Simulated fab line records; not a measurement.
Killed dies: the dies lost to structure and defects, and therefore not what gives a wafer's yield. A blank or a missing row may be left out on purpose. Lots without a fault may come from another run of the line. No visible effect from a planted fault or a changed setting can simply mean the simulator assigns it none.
The same fault as seen by 2 desks || flow n5-finfet || only its own numbers are on each desk; what lay behind them is given at the end

## THE TOOL OWNER'S DESK: rie-diel-01
The tool's own readings at N5_BEOL_M15_ETCH_59 (etches BARC in N2/H2, target depth 89 nm, overetch 26.7 nm, time 67.9 s): means of the sampled wafers that have a number, for each lot that ran on this tool. A lot is out of limits, marked OUT, if its mean lies more than 4 standard deviations from the usual mean; the brackets give that distance.
Columns: A = drypump-motor-current-A at N5_BEOL_M15_ETCH_59, usual 6.0 A; B = oes-product-au at N5_BEOL_M15_ETCH_59, usual 0.66 a.u.; C = rf-fwd-power-W at N5_BEOL_M15_ETCH_59, usual 833 W; D = rf-vpp-V at N5_BEOL_M15_ETCH_59, usual 524.2 V; E = run-length-s at N5_BEOL_M15_ETCH_59, usual 91.1 s; F = showerhead-plenum-p-Torr at N5_BEOL_M15_ETCH_59, usual 2.56 Torr; G = throttle-valve-pct at N5_BEOL_M15_ETCH_59, usual 17.97 %
{"lot": "L628", "first seen here": "day 14 09:49", "A": 5.9, "B": 0.68, "C": 834, "D": 522.9, "E": 91.4, "F": 2.53, "G": 17.78}
{"lot": "L631", "first seen here": "day 14 14:21", "A": 5.8, "B": 0.64, "C": 836, "D": 522.1, "E": 91.9, "F": 2.47, "G": 17.90}
{"lot": "L632", "first seen here": "day 15 13:08", "A": 5.9, "B": 0.67, "C": 833, "D": 522.7, "E": 91.4, "F": 2.52, "G": 17.79}
{"lot": "L634", "first seen here": "day 15 20:37", "A": 6.1, "B": 0.65, "C": 835, "D": 522.8, "E": 91.4, "F": 2.51, "G": 17.82}
{"lot": "L637", "first seen here": "day 15 22:48", "A": 6.1, "B": 0.59, "C": 838, "D": 521.4, "E": "95.4 (+11) OUT", "F": 2.46, "G": 17.91}
{"lot": "L638", "first seen here": "day 16 08:56", "A": 5.8, "B": 0.66, "C": 836, "D": 524.2, "E": "99.7 (+21) OUT", "F": 2.58, "G": 17.70}
{"lot": "L636", "first seen here": "day 16 11:20", "A": 6.2, "B": 0.62, "C": 834, "D": 524.6, "E": "99.4 (+21) OUT", "F": 2.55, "G": 17.73}
This desk finds L636, L637, L638 out of limits, L637 being first, at day 15 22:48 (run-length-s at N5_BEOL_M15_ETCH_59). Within limits: L628, L631, L632, L634.

## FROM THE METROLOGY DESK
Lot by lot, what the gauges showed, no matter which tool ran the lot: averages of those sampled wafers that carry a number. A lot is out of limits, marked OUT, if its mean lies more than 4 standard deviations from the usual mean; the brackets give that distance.
Columns: A = V14_OVL at N5_BEOL_M15_OVL_MEAS_11, usual 3 nm; B = cd-nm at N5_BEOL_M15_CD_MEAS_17, usual 362.0 nm
{"lot": "L618", "first seen here": "day 11 17:13", "A": 8, "B": 364.6}
{"lot": "L625", "first seen here": "day 13 08:28", "A": 2, "B": 365.3}
{"lot": "L626", "first seen here": "day 13 15:59", "A": 5, "B": 362.8}
{"lot": "L628", "first seen here": "day 14 09:43", "A": 4, "B": 361.4}
{"lot": "L631", "first seen here": "day 14 14:06", "A": -3, "B": 360.1}
{"lot": "L632", "first seen here": "day 15 13:02", "A": 1, "B": 360.4}
{"lot": "L634", "first seen here": "day 15 20:31", "A": 3, "B": 362.6}
{"lot": "L637", "first seen here": "day 15 21:54", "A": 4, "B": 361.5}
{"lot": "L638", "first seen here": "day 16 08:51", "A": 5, "B": 362.7}
{"lot": "L636", "first seen here": "day 16 11:10", "A": -10, "B": 364.6}
{"lot": "L640", "first seen here": "day 16 20:20", "A": 7, "B": 362.1}
{"lot": "L641", "first seen here": "day 16 20:41", "A": -2, "B": 364.2}
This desk's verdict: no lot among the 12 shows anything out of limits.

## TAKEN TOGETHER
The tool owner's desk could have raised an alarm at day 15 22:48, on L636, L637, L638.
From the metrology desk's view, nothing was out of limits.
The metrology desk has L636, L637, L638 on record, within its limits.
The lots listed all ran N5_BEOL_M15_ETCH_59 on rie-diel-01.

## WHAT THE SIMULATOR PUT IN
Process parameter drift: rie-diel-01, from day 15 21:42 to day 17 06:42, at N5_BEOL_M15_ETCH_59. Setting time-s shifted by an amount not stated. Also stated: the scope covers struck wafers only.
Shown lots that were struck: L636, L637, L638.
How many hours passed from the start of the fault until each desk's first out-of-limits reading: the tool owner's desk, 1.
